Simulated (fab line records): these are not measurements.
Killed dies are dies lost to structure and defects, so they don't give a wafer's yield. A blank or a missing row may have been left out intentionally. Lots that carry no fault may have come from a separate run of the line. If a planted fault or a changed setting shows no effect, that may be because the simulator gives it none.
Which of the tools did it? / flow nandHarc / Sampling: 11 lots, 33 wafers, 3 of 1302 route steps

## WHAT THE GAUGES READ, wafer by wafer
NHARC_A_M1_OVL_MEAS_10: pitch 240 nm.
lot=L551; measured=day 23 10:14; on=overlay-01; overlayXNm (nm)=-0.9 -1.0 -0.4
lot=L556; measured=day 24 14:30; on=overlay-01; overlayXNm (nm)=0.7 -0.5 0.3
lot=L557; measured=day 25 13:10; on=overlay-01; overlayXNm (nm)=-0.1 -0.6 0.0
lot=L559; measured=day 27 01:33; on=overlay-02; overlayXNm (nm)=-0.3 -0.5 0.2
lot=L560; measured=day 27 07:41; on=overlay-02; overlayXNm (nm)=-0.5 0.5 0.5
lot=L565; measured=day 28 20:51; on=overlay-01; overlayXNm (nm)=32.8 33.0 32.6
lot=L570; measured=day 31 23:49; on=overlay-01; overlayXNm (nm)=0.2 0.5 0.3
lot=L571; measured=day 32 00:57; on=overlay-01; overlayXNm (nm)=34.3 33.6 33.5
lot=L572; measured=day 32 02:14; on=overlay-01; overlayXNm (nm)=-0.3 -0.1 -0.1
lot=L573; measured=day 32 22:01; on=overlay-02; overlayXNm (nm)=-0.8 -0.7 -0.7
lot=L574; measured=day 32 23:50; on=overlay-01; overlayXNm (nm)=-1.8 -1.7 -1.5

## EACH LOT AND THE TOOL THAT RAN IT (in order: tool; ch and the chambers of the sampled wafers; start)
lot=L551; NHARC_A_M0_PVD_21=pvdSputter-02, day 23 10:01 or earlier; NHARC_A_M1_EXPOSE_06=arfiScanner-03 ch 0, day 23 10:01
lot=L556; NHARC_A_M0_PVD_21=pvdSputter-01, day 24 14:16 or earlier; NHARC_A_M1_EXPOSE_06=arfiScanner-02 ch 0, day 24 14:16
lot=L557; NHARC_A_M0_PVD_21=pvdSputter-03, day 25 12:56 or earlier; NHARC_A_M1_EXPOSE_06=arfiScanner-03 ch 0, day 25 12:56
lot=L559; NHARC_A_M0_PVD_21=pvdSputter-02, day 27 01:19 or earlier; NHARC_A_M1_EXPOSE_06=arfiScanner-02 ch 0, day 27 01:19
lot=L560; NHARC_A_M0_PVD_21=pvdSputter-01, day 27 07:27 or earlier; NHARC_A_M1_EXPOSE_06=arfiScanner-02 ch 0, day 27 07:27
lot=L565; NHARC_A_M0_PVD_21=pvdSputter-03, day 28 20:38 or earlier; NHARC_A_M1_EXPOSE_06=arfiScanner-02 ch 0, day 28 20:38
lot=L570; NHARC_A_M0_PVD_21=pvdSputter-02, day 31 23:35 or earlier; NHARC_A_M1_EXPOSE_06=arfiScanner-01 ch 0, day 31 23:35
lot=L571; NHARC_A_M0_PVD_21=pvdSputter-03, day 32 00:43 or earlier; NHARC_A_M1_EXPOSE_06=arfiScanner-02 ch 0, day 32 00:43
lot=L572; NHARC_A_M0_PVD_21=pvdSputter-01, day 32 02:00 or earlier; NHARC_A_M1_EXPOSE_06=arfiScanner-03 ch 0, day 32 02:00
lot=L573; NHARC_A_M0_PVD_21=pvdSputter-02, day 32 21:47 or earlier; NHARC_A_M1_EXPOSE_06=arfiScanner-03 ch 0, day 32 21:47
lot=L574; NHARC_A_M0_PVD_21=pvdSputter-03, day 32 23:36 or earlier; NHARC_A_M1_EXPOSE_06=arfiScanner-01 ch 0, day 32 23:36
- NHARC_A_M0_PVD_21: deposits Cu, target thk 30 nm, time 20.49 s.
- NHARC_A_M1_EXPOSE_06: exposes mask A M1, target cd 120 nm.

## THE ANSWER, worked out from the rows above alone
Rule: the lots themselves supply what counts as usual. The widest of any qualifying gaps counts: lots, ordered by their means at a reading, are off when they make up no more than a third of the lots, leave a main group of 4 or more, and stand apart from it by 3 or more times the standard deviation of that group's means. The tables above print the reading to a certain number of digits; a main group whose means all agree to those digits is not used. A lot without any number at a reading at which 4 lots or more have one is off too. Any other lot the step has rows for is counted as sound.
Off, at NHARC_A_M1_OVL_MEAS_10 on overlayXNm: L565, L571. The main group has a mean of -0.3 nm with a standard deviation of 0.59.
If a tool, at a process step before that reading, ran all the lots that are off and no sound lot after the first of them, it fits. The gauges at NHARC_A_M1_OVL_MEAS_10 are tried like those tools. NHARC_A_M0_PVD_21: start missing for some lots; hours and lot order therefore follow NHARC_A_M1_EXPOSE_06. One fits: arfiScanner-02 at NHARC_A_M1_EXPOSE_06. Its last sound lot is L560 (day 27 07:27), its first lot that is off L565 (day 28 20:38): a fault that began between those two fits.

## WHAT THE SIMULATOR HAD INSERTED
Scanner matching overlay: arfiScanner-02, from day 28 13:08 on, at NHARC_A_M1_EXPOSE_06. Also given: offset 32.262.
Lots struck among those shown: L565, L571. The rule given above showed the same thing.
